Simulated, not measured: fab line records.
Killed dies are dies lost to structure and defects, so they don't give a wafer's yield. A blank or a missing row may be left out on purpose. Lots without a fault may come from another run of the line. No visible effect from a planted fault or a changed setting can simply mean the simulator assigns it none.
Matching of chambers -- flow n5 finfet -- N5_BEOL_M1_PRE_CLEAN_60 on cvd co-01 has 3 sister chambers
The step time 15 s. 3 wafers are shown with their chamber, then 7 later ones without.

== EACH WAFER AND ITS CHAMBER ==
wafer,chamber,heater power w (W)
L460.3,1,93
L457.3,2,62
L457.5,0,74

== WAFERS WHOSE CHAMBER IS MISSING ==
wafer,heater power w (W)
L457.6,91
L466.1,61
L466.6,64
L467.4,95
L467.5,62
L468.1,63
L468.6,65

== WHICH CHAMBER EACH ONE RAN IN ==
wafer,from the rows above,in truth
L457.6,1,1
L466.1,2,2
L466.6,2,2
L467.4,1,1
L467.5,2,2
L468.1,2,2
L468.6,2,2
7 of 7 placed correctly. Left unplaced by these rows: 0. Wrongly placed: 0.
How it was worked out, from the rows above alone: a wafer's distance from a chamber is the root of the sum, over the readings, of the square of ((its reading less the chamber's mean) divided by the reading's scatter). If the next closest chamber is less than 2 further off than the closest, the wafer can't be placed; otherwise it belongs to the closest. Each chamber's mean is taken over the wafers shown for it. The scatter: root of mean squared gap, hidden wafer to nearest shown wafer, with one shown wafer a chamber.
